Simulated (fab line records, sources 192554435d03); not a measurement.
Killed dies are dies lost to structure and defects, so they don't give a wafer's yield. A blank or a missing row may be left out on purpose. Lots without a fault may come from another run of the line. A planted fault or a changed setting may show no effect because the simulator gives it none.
Which tool did it? | flow n5_finfet | 8 lots, 24 wafers sampled, at 4 steps of a route of 1938

WHAT THE GAUGES READ, wafer by wafer
N5_BEOL_M0_CUTY_OVL_MEAS_58.
lot  | measured     | on         | M0_ABLK_OVL (nm)
L769 | day 6 17:29  | overlay-02 | -0.1 0.1 0.1
L772 | day 7 11:44  | overlay-02 | 0.3 0.8 0.0
L774 | day 7 19:44  | overlay-02 | -1.3 -0.2 -1.4
L777 | day 8 13:52  | overlay-01 | -0.6 -0.8 -1.1
L782 | day 9 15:43  | overlay-02 | 1.1 0.5 0.9
L783 | day 10 12:02 | overlay-02 | -0.3 0.1 -0.2
L784 | day 10 22:34 | overlay-02 | -0.5 -0.1 0.2
L788 | day 11 07:00 | overlay-02 | -0.5 -0.3 0.0

WHICH TOOL RAN EACH LOT (tool, then ch and the chambers of the sampled wafers, then the start)
lot  | N5_BEOL_M0_SAQP_MANDREL_ETCH_103 | N5_BEOL_M0_SAQP_DESCUM_45          | N5_BEOL_M0_SAQP_ETCH_49
L769 | rie_si-01 ch 0,1, day 6 13:53    | rie_diel-03 ch 0,1, day 6 16:09    | rie_diel-06 ch 0,2,3, day 6 16:58
L772 | rie_si-02 ch 0,1,2, day 7 07:50  | rie_diel-06 ch 0,1,3, day 7 10:13  | rie_diel-03 ch 0,2,3, day 7 11:21
L774 | rie_si-01 ch 0,1,2, day 7 15:29  | rie_diel-06 ch 2,3, day 7 18:25    | rie_diel-03 ch 1,2, day 7 19:13
L777 | rie_si-01 ch 1,2,3, day 8 09:35  | rie_diel-03 ch 0,1,2, day 8 12:16  | rie_diel-05 ch 0,1,2, day 8 13:20
L782 | rie_si-02 ch 0,1,2, day 9 12:20  | rie_diel-05 ch 1,2, day 9 14:22    | rie_diel-06 ch 2,3, day 9 15:11
L783 | rie_si-02 ch 2,3, day 10 08:23   | rie_diel-05 ch 1,2,3, day 10 10:38 | rie_diel-06 ch 1,2, day 10 11:31
L784 | rie_si-01 ch 0,1,2, day 10 19:13 | rie_diel-06 ch 0,1,3, day 10 21:20 | rie_diel-03 ch 0,1,3, day 10 22:10
L788 | rie_si-02 ch 0,2, day 11 03:28   | rie_diel-06 ch 0,1,3, day 11 05:41 | rie_diel-05 ch 0,1,2, day 11 06:36
- N5_BEOL_M0_SAQP_MANDREL_ETCH_103: etches a-Si in HBr/Cl2, stops on SiCN, target depth 45 nm, bt time 10 s, time 27 s.
- N5_BEOL_M0_SAQP_DESCUM_45: chemistry O2, time 7 s.
- N5_BEOL_M0_SAQP_ETCH_49: etches SiO2 in CF4/O2, target depth 37 nm.

THE ANSWER, worked out from the rows above alone
Rule: what is usual is taken from the lots themselves. Put in order of their means at a reading, lots are off if they are a third of the lots or fewer, leave a main group of 4 or more, and stand apart from it by a gap of 3 or more times the standard deviation of the main group's means; of several such gaps the widest counts. A main group whose means are all the same, to the digits that the tables above print for the reading, isn't used. A lot without any number at a reading at which 4 lots or more have one is off too. The other lots that the step has rows for count as sound.
No lot is off at any reading shown: from this, nothing can be told.

WHAT THE SIMULATOR HAD PUT IN
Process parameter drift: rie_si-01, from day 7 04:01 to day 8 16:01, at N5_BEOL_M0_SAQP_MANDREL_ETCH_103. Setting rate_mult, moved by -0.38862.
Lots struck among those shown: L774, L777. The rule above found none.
